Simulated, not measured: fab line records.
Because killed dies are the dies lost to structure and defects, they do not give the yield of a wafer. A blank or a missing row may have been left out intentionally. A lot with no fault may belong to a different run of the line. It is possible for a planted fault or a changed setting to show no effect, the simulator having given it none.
fab line records	flow nand-harc
record lots=12	wafers=36	last-day=33
route steps=1302 shown A_M0@1160 THIN_TSV@1276 END@1302
lots that met no fault: from a run of the same line without faults
start-h: hours from the record's first day to the start of the lot's first wafer shown	wait-h: hours from the lot's prior step to this one	" the same as in the row above	L1.1+2: one row covering several wafers at once	- no value, or no start was given	* or withheld: withheld	< > ~ a bound
route shown NAME@n: a module of which the file shows steps, and the number in the route of the first	usual: average and standard deviation across the fault-free wafers	same: alike in all rows	chamber/n: place in a boat	sites: per-site readings	_std_site: the standard deviation of these	_edge_site: outer sites' mean less inner sites'	radius-mm: how far each site lies from the wafer's centre	mask NAME#n: copy n	behind: the last tool/chamber to shape the wafer	hold: what put the lot on hold/how long, in hours/how the hold closed	device: whichever transistor did not switch (one of n, p or np)	end of line: the tests these same wafers got at the end of their route	for a step that has no rows: nothing shown but its recipe	killed: count of dies lost to structure and defects at first sort (not the wafer's yield)	map: a wafer's dies, marking killed ones x, the rest . and places with no die _
set.NAME: the setting the step ran with; set.NAME@STEP: the setting that earlier step ran with	model.NAME: the simulator's own value behind a step, which no gauge read
one table for each step of the route and one row for each wafer, over a sample of lots
services: the hour from which a tool's chamber was out of use, counted from the record's first day as start-h (under 0 if before that day), plus the number of hours and why
## steps
# step NHARC_A_M0_ECD_22
# recipe target-thk-a=4000	bath-temp-c=25	material=Cu
lot.wafer	tool	chamber	start-h	wait-h
L848.4+3+5	ecd-cu-02	1,0,0	544.10	-
L852.1+4+5	ecd-cu-02	1,0,1	560.57	-
L854.2+3+6	ecd-cu-01	1,0,1	586.77	-
L853.1+3+6	ecd-cu-01	1,0,0	589.72	-
L855.2+1+5	ecd-cu-01	1,0,0	600.22	-
L856.2+1+6	ecd-cu-01	1,0,1	602.40	-
L865.1+4+6	ecd-cu-02	1,1,0	688.85	-
L866.2+1+4	ecd-cu-01	1,0,0	713.89	-
L867.2+1+5	ecd-cu-01	0,1,1	721.67	-
L869.2+3+5	ecd-cu-01	0,0,1	741.03	-
L868.2+4+3	ecd-cu-02	1,1,0	744.94	-
L870.2+1+3	ecd-cu-01	1,0,1	756.95	-
# step NHARC_THIN_TSV_CMP_21
# recipe t-overpolish-s=30	target-thk-nm=2000
# usual motor-current-A=12.5/1.1	overpolish-run-s=30.000/0.0085
lot.wafer	tool	chamber	start-h	wait-h	motor-current-A	overpolish-run-s
L848.3	cmp-04	0	569.37	-	11.0	30.008
L848.4	"	1	"	"	13.0	30.004
L848.5	"	0	"	"	10.7	29.982
L852.1	cmp-01	1	586.62	-	14.6	29.994
L852.4	"	0	"	"	12.4	30.010
L852.5	"	1	"	"	13.8	30.011
L854.2	cmp-04	1	614.27	-	13.4	30.006
L854.3	"	3	"	"	12.9	30.004
L854.6	"	1	"	"	13.0	30.009
L853.1	cmp-01	3	615.21	-	12.0	30.004
L853.3	"	1	"	"	14.4	30.007
L853.6	"	2	"	"	11.1	29.998
L856.1	cmp-03	3	626.91	-	11.1	29.990
L856.2	"	0	"	"	12.2	30.000
L856.6	"	3	"	"	10.9	30.006
L855.1	cmp-03	2	628.06	-	13.2	30.013
L855.2	"	1	"	"	14.9	29.985
L855.5	"	2	"	"	12.7	30.001
L865.4	cmp-04	0	716.85	-	11.2	30.003
L865.1	"	2	"	"	11.7	30.020
L865.6	"	1	"	"	13.7	30.001
L866.4	cmp-04	1	740.79	-	13.3	30.001
L866.1	"	2	"	"	12.5	30.007
L866.2	"	3	"	"	12.6	30.007
L867.1	cmp-01	1	751.14	-	14.2	29.989
L867.2	"	3	"	"	12.2	29.992
L867.5	"	1	"	"	14.0	29.991
L869.3	cmp-03	1	769.53	-	14.9	30.001
L869.2	"	2	"	"	13.4	30.003
L869.5	"	0	"	"	12.5	29.986
L868.2	cmp-04	1	770.54	-	13.6	30.007
L868.3	"	3	"	"	12.7	30.001
L868.4	"	0	"	"	11.1	29.995
L870.2	cmp-04	2	783.50	-	12.3	30.007
L870.3	"	3	"	"	12.6	30.001
L870.1	"	0	"	"	11.5	30.004
# step NHARC_THIN_TSV_ETCH_59
# recipe target-depth-a=8800	icp-w=900	bias-w=100	Cl2_flow_sccm=60	bcl3-flow-sccm=30	time-s=138.1	chemistry=Cl2/BCl3
# usual drypump-motor-current-A=5.6/0.32	oes-product-au=0.995/0.01	throttle-valve-pct=22.265/0.0083
lot.wafer	tool	chamber	start-h	wait-h	drypump-motor-current-A	oes-product-au	rf-hours-counter-h	throttle-valve-pct
L848.4	rie-metal-03	0	571.19	0.2	5.5	0.980	-	22.276
L848.3	"	1	"	"	5.8	0.991	-	22.265
L848.5	"	0	"	"	5.5	0.983	-	22.248
L852.1	rie-metal-02	1	588.38	0.1	6.0	0.988	2.1	22.262
L852.4	"	1	"	"	6.0	0.995	-	22.265
L852.5	"	1	"	"	6.0	0.980	-	22.266
L854.2	rie-metal-03	1	616.05	0.1	5.8	0.992	1.4	22.261
L854.3	"	0	"	"	5.6	0.990	-	22.254
L854.6	"	1	"	"	5.8	1.006	-	22.257
L853.1	rie-metal-01	1	617.12	0.1	5.0	0.983	0.7	22.271
L853.3	"	0	"	"	5.5	0.982	-	22.267
L853.6	"	0	"	"	5.5	0.979	-	22.265
L856.1	rie-metal-02	1	628.78	0.1	6.0	0.994	2.6	22.255
L856.2	"	0	"	"	5.7	1.008	3.0	22.265
L856.6	"	0	"	"	5.7	0.992	-	22.244
L855.2	rie-metal-03	0	629.82	0.1	5.6	0.987	1.6	22.277
L855.1	"	1	"	"	5.8	0.995	1.6	22.260
L855.5	"	0	"	"	5.6	0.981	-	22.262
L865.1	rie-metal-01	1	718.64	0.1	4.9	1.008	2.4	22.267
L865.4	"	1	"	"	5.0	1.015	-	22.280
L865.6	"	1	"	"	4.9	1.007	-	22.265
L866.1	rie-metal-02	1	742.55	0.1	6.0	0.993	1.3	22.267
L866.2	"	0	"	"	5.7	0.977	1.3	22.267
L866.4	"	0	"	"	5.7	0.977	-	22.269
L867.1	rie-metal-03	0	753.01	0.1	5.6	1.002	1.0	22.269
L867.2	"	1	"	"	5.8	1.007	1.0	22.257
L867.5	"	0	"	"	5.5	1.005	-	22.253
L869.2	rie-metal-01	1	771.41	0.1	4.9	0.995	0.1	22.273
L869.3	"	1	"	"	4.9	1.007	-	22.265
L869.5	"	1	"	"	4.9	1.007	-	22.275
L868.2	rie-metal-02	0	772.42	0.1	5.7	0.988	2.0	22.259
L868.4	"	0	"	"	5.7	0.998	-	22.267
L868.3	"	1	"	"	6.0	1.000	-	22.268
L870.2	rie-metal-03	0	785.39	0.1	5.6	1.009	2.0	22.265
L870.1	"	1	"	"	5.8	1.003	1.5	22.270
L870.3	"	0	"	"	5.5	1.008	-	22.255
# step NHARC_THIN_TSV_ETCH_36
# recipe target-depth-a=650	over-etch-frac=0.3	time-s=18.571	ion-energy-ev=150	chemistry=Cl2/BCl3
# usual drypump-motor-current-A=5.6/0.33	oes-product-au=0.996/0.011
lot.wafer	tool	chamber	start-h	wait-h	drypump-motor-current-A	oes-product-au	rf-hours-counter-h
L848.3	rie-metal-03	1	571.39	0.1	5.9	0.999	-
L848.4	"	0	"	"	5.6	0.987	-
L848.5	"	1	"	"	5.9	0.995	-
L852.1	rie-metal-02	1	588.64	0.2	6.0	0.986	2.2
L852.4	"	1	"	"	6.0	0.987	-
L852.5	"	0	"	"	5.7	1.007	-
L854.2	rie-metal-03	1	616.27	0.2	5.9	0.990	1.5
L854.3	"	1	"	"	5.9	1.008	-
L854.6	"	1	"	"	5.8	0.994	-
L853.1	rie-metal-01	1	617.35	0.2	5.0	0.983	0.8
L853.3	"	0	"	"	5.5	0.987	-
L853.6	"	1	"	"	5.0	0.992	-
L856.1	rie-metal-02	0	629.04	0.2	5.7	1.010	3.2
L856.2	"	1	"	"	6.0	0.992	2.7
L856.6	"	1	"	"	6.0	0.990	-
L855.2	rie-metal-03	0	630.09	0.2	5.6	0.975	1.8
L855.1	"	1	"	"	5.8	0.994	1.8
L855.5	"	1	"	"	5.8	0.987	-
L865.1	rie-metal-01	0	718.87	0.2	5.5	1.003	2.5
L865.4	"	1	"	"	4.9	1.007	-
L865.6	"	0	"	"	5.5	1.001	-
L866.2	rie-metal-02	1	742.88	0.2	6.0	1.010	1.4
L866.1	"	0	"	"	5.7	0.991	1.4
L866.4	"	0	"	"	5.7	0.972	-
L867.1	rie-metal-03	1	753.27	0.2	5.9	1.007	1.1
L867.2	"	0	"	"	5.5	1.002	1.1
L867.5	"	1	"	"	5.9	1.013	-
L869.2	rie-metal-01	0	771.67	0.2	5.5	1.006	0.2
L869.3	"	0	"	"	5.5	1.005	-
L869.5	"	1	"	"	5.0	1.003	-
L868.2	rie-metal-02	0	772.68	0.2	5.7	0.978	2.1
L868.3	"	1	"	"	6.0	0.994	-
L868.4	"	0	"	"	5.7	0.978	-
L870.2	rie-metal-03	0	785.65	0.2	5.6	1.023	2.1
L870.1	"	1	"	"	5.8	1.004	1.6
L870.3	"	0	"	"	5.6	1.016	-
# step NHARC_END_SORT_01
# recipe temp-c=25
# usual defect-limited-yield=91.6/2.4	killed-at-array=52/16	killed-at-other=0.8/0.98	killed-at-periphery=4.2/2.9	killed-dies=57/16	killed-open=3.3/1.9	killed-short=2.5/1.5	sort_bin_2_pct=3.0/1	sort_bin_3_pct=0.6/0.31	sort_bin_4_pct=4.8/1.5	sort-n-pass=620/16	sort-rim-yield-pct=90/4.1	sort-yield-pct=91.6/2.4
# same gross-dies=677	sort_bin_5_pct[%]=0	sort_bin_6_pct[%]=0	sort_bin_7_pct[%]=0	sort_bin_8_pct[%]=0	sort-rim-n-gross=106.00
lot.wafer	tool	chamber	start-h	wait-h	defect-limited-yield[%]	killed-at-array	killed-at-other	killed-at-periphery	killed-dies	killed-open	killed-short	sort_bin_2_pct[%]	sort_bin_3_pct[%]	sort_bin_4_pct[%]	sort-n-pass	sort-rim-yield-pct[%]	sort-yield-pct[%]
L856.1	prober-02	0	640.08	2.5	19.1	543	2	3	548	2	2	35.2	8.4	37.4	129	19	19.1
L856.2	prober-02	0	640.88	2.8	18.9	546	2	1	549	1	1	34.4	8.0	38.7	128	17	18.9
L856.6	prober-02	0	644.05	4.0	20.2	538	2	0	540	2	1	33.5	8.6	37.7	137	21	20.2
L855.1	prober-01	0	640.08	2.5	22.2	522	0	5	527	0	1	33.8	7.5	36.5	150	19	22.2
L855.2	prober-01	0	640.88	2.8	21.3	529	1	3	533	2	2	31.0	8.1	39.6	144	25	21.3
L855.5	prober-01	0	643.27	3.7	20.7	530	0	7	537	2	0	33.7	8.7	36.9	140	26	20.7
L865.1	prober-01	0	726.39	2.5	91.6	52	1	4	57	5	2	3.1	0.6	4.7	620	84	91.6
L865.4	prober-01	0	728.81	3.4	91.6	46	3	8	57	6	7	2.5	0.6	5.3	620	89	91.6
L865.6	prober-01	0	730.43	4.0	93.5	35	0	9	44	2	2	1.9	0.7	3.8	633	86	93.5
L866.1	prober-01	0	751.44	2.5	93.5	36	1	7	44	1	4	2.7	0.1	3.7	633	91	93.5
L866.2	prober-01	0	752.25	2.8	91.9	48	1	6	55	2	2	2.5	0.9	4.7	622	90	91.9
L866.4	prober-01	0	753.87	3.4	90.8	58	0	4	62	2	0	2.2	0.4	6.5	615	89	90.8
L868.2	prober-01	0	781.06	2.8	97.0	17	0	3	20	3	0	1.2	0.3	1.5	657	93	97.0
L868.3	prober-01	0	781.86	3.1	95.9	26	0	2	28	7	3	1.0	0	3.1	649	95	95.9
L868.4	prober-01	0	782.66	3.4	95.9	23	2	3	28	2	4	0.9	0.1	3.1	649	96	95.9
# killed by level:class
L856.1 A_M0:unspecified=505 A_CHANNEL_HOLE_D2:chamber-film-flake=14 A_CHANNEL_HOLE_D1:chamber-film-flake=12 A_CHANNEL_FILL_D1:chamber-film-flake=3 A_STAIRCASE:chamber-film-flake=3 A_CONTACT:chamber-film-flake=2 THIN_TSV:chamber-film-flake=2 P_STI:geometric-particle:short=1
L855.1 A_M0:unspecified=501 A_SLIT:chamber-film-flake=6 A_CHANNEL_HOLE_D2:chamber-film-flake=6 P_CONTACT:chamber-film-flake=5 A_WL_FILL:chamber-film-flake=3 A_STAIRCASE:chamber-film-flake=2 A_SGD_CUT:geometric-particle:short=1 A_CHANNEL_FILL_D1:chamber-film-flake=1
L856.2 A_M0:unspecified=510 A_CHANNEL_HOLE_D1:chamber-film-flake=16 A_CHANNEL_HOLE_D2:chamber-film-flake=11 A_STAIRCASE:chamber-film-flake=2 A_CHANNEL_FILL_D1:chamber-film-flake=2 THIN_TSV:chamber-film-flake=2 A_DECK1_JOINT:geometric-particle:open=1 A_CHANNEL_FILL_D2:geometric-particle:short=1
L855.2 A_M0:unspecified=501 A_SLIT:chamber-film-flake=12 A_CHANNEL_HOLE_D2:chamber-film-flake=6 A_STAIRCASE:chamber-film-flake=3 P_CONTACT:chamber-film-flake=2 P_CONTACT:geometric-particle:open=1 A_CHANNEL_HOLE_D1:geometric-particle:open=1 A_DECK1_JOINT:geometric-particle:short=1
L855.5 A_M0:unspecified=503 A_SLIT:chamber-film-flake=15 A_CHANNEL_HOLE_D2:chamber-film-flake=7 P_CONTACT:chamber-film-flake=5 A_CHANNEL_FILL_D1:chamber-film-flake=2 A_STAIRCASE:chamber-film-flake=2 P_M1:geometric-particle:open=1 A_CHANNEL_FILL_D2:geometric-particle:open=1
L856.6 A_M0:unspecified=505 A_CHANNEL_HOLE_D1:chamber-film-flake=12 A_CHANNEL_HOLE_D2:chamber-film-flake=12 A_STAIRCASE:chamber-film-flake=4 A_CHANNEL_FILL_D1:chamber-film-flake=2 A_ONON_D1:geometric-particle:open=1 A_SGD_CUT:geometric-particle:open=1 STARTING-WAFER:geometric-particle:short=1
L865.1 A_CHANNEL_HOLE_D1:chamber-film-flake=21 A_CONTACT:chamber-film-flake=10 A_BLC:chamber-film-flake=8 A_STAIRCASE:chamber-film-flake=5 A_CHANNEL_FILL_D2:geometric-particle:open=2 P_ZERO_WELL:chamber-film-flake=2 A_SLIT:chamber-film-flake=2 A_SGD_CUT:geometric-particle:short=1
L865.4 A_CHANNEL_HOLE_D1:chamber-film-flake=16 A_CONTACT:chamber-film-flake=6 A_BLC:chamber-film-flake=5 A_STAIRCASE:chamber-film-flake=4 P_GATE:geometric-particle:open=2 A_M0:geometric-particle:short=2 P_M0:chamber-film-flake=2 THIN_TSV:chamber-film-flake=2
L865.6 A_CHANNEL_HOLE_D1:chamber-film-flake=15 A_STAIRCASE:chamber-film-flake=6 A_CONTACT:chamber-film-flake=6 P_GATE:chamber-film-flake=4 A_BLC:chamber-film-flake=4 A_SLIT:chamber-film-flake=3 P_CONTACT:geometric-particle:open=2 P_M0:chamber-film-flake=2
L866.1 A_CHANNEL_HOLE_D2:chamber-film-flake=17 A_CHANNEL_HOLE_D1:chamber-film-flake=6 P_GATE:chamber-film-flake=4 A_SLIT:chamber-film-flake=4 A_WL_FILL:chamber-film-flake=3 P_STI:chamber-film-flake=2 P_M1:geometric-particle:short=1 A_CHANNEL_HOLE_D1:geometric-particle:open=1
L866.2 A_CHANNEL_HOLE_D2:chamber-film-flake=29 A_SLIT:chamber-film-flake=7 A_CHANNEL_HOLE_D1:chamber-film-flake=6 P_STI:chamber-film-flake=2 P_GATE:chamber-film-flake=2 A_WL_FILL:chamber-film-flake=2 A_CONTACT:chamber-film-flake=2 P_M0:geometric-particle:open=1
L866.4 A_CHANNEL_HOLE_D2:chamber-film-flake=30 A_CHANNEL_HOLE_D1:chamber-film-flake=11 P_GATE:chamber-film-flake=4 A_SLIT:chamber-film-flake=4 A_WL_FILL:chamber-film-flake=4 A_CONTACT:chamber-film-flake=4 A_STAIRCASE:chamber-film-flake=2 A_ONON_D1:geometric-particle:open=1
L868.2 A_SLIT:chamber-film-flake=10 A_CONTACT:chamber-film-flake=4 P_GATE:geometric-particle:open=1 P_CONTACT:geometric-particle:open=1 A_M0:geometric-particle:open=1 P_STI:chamber-film-flake=1 A_ZERO_WELL:chamber-film-flake=1 A_CHANNEL_HOLE_D2:chamber-film-flake=1
L868.3 A_CONTACT:chamber-film-flake=6 A_SLIT:chamber-film-flake=4 A_BONDPAD:chamber-film-flake=3 A_WL_FILL:geometric-particle:open=2 A_ZERO_WELL:chamber-film-flake=2 P_M0:geometric-particle:open=1 A_ONON_D1:geometric-particle:open=1 A_CHANNEL_HOLE_D1:geometric-particle:short=1
L868.4 A_CONTACT:chamber-film-flake=8 A_SLIT:chamber-film-flake=7 A_ZERO_WELL:chamber-film-flake=2 A_WL_FILL:chamber-film-flake=2 P_GATE:geometric-particle:short=1 P_M1:geometric-particle:open=1 A_ONON_D2:geometric-particle:short=1 A_CHANNEL_FILL_D2:geometric-particle:short=1
## services
tool	chamber	start-h	hours	kind
ecd-cu-01	-	523.89	8.0	pm
ecd-cu-02	-	527.06	5.5	repair
cmp-01	-	532.99	0.2	repair
cmp-04	-	538.32	4.0	pm
rie-metal-02	1	564.12	2.2	repair
rie-metal-01	-	575.00	9.0	pm
rie-metal-02	0	594.30	2.6	repair
ecd-cu-02	-	596.00	8.0	pm
rie-metal-02	-	607.18	14.9	repair
cmp-04	-	623.24	2.1	repair
rie-metal-02	-	631.00	9.0	pm
cmp-04	-	636.32	4.0	pm
ecd-cu-01	-	644.70	1.4	repair
rie-metal-03	1	666.54	7.5	repair
rie-metal-03	-	670.65	0.5	repair
cmp-04	-	678.39	1.2	repair
rie-metal-03	-	696.00	9.0	pm
ecd-cu-01	-	699.89	8.0	pm
ecd-cu-01	-	727.07	3.3	repair
cmp-04	-	734.32	4.0	pm
rie-metal-01	-	752.00	9.0	pm
rie-metal-03	1	768.95	6.8	repair
rie-metal-01	-	769.90	1.1	repair
ecd-cu-02	-	772.00	8.0	pm
## key
first-sign step=NHARC_END_SORT_01	reading=killed-at-array	direction=up	sigmas=30	usual=52	struck=535
effect step=NHARC_END_SORT_01	reading=defect-limited-yield	direction=down	sigmas=29	usual=91.6	struck=20.4
more-kills-born-at NHARC_A_M0_ECD_22@ecd-cu-01=3025
met-at NHARC_A_M0_ECD_22
struck-lots L855,L856
not-acting-at NHARC_THIN_TSV_CMP_21,NHARC_THIN_TSV_ETCH_59,NHARC_THIN_TSV_ETCH_36
onset-between 589.72 600.22
fault kind=chamber-particle-source	tool=ecd-cu-01	chamber=-	onset-h=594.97	steps=NHARC_A_M0_ECD_22	rate-per-visit-cm2=1.6227	end-h=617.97
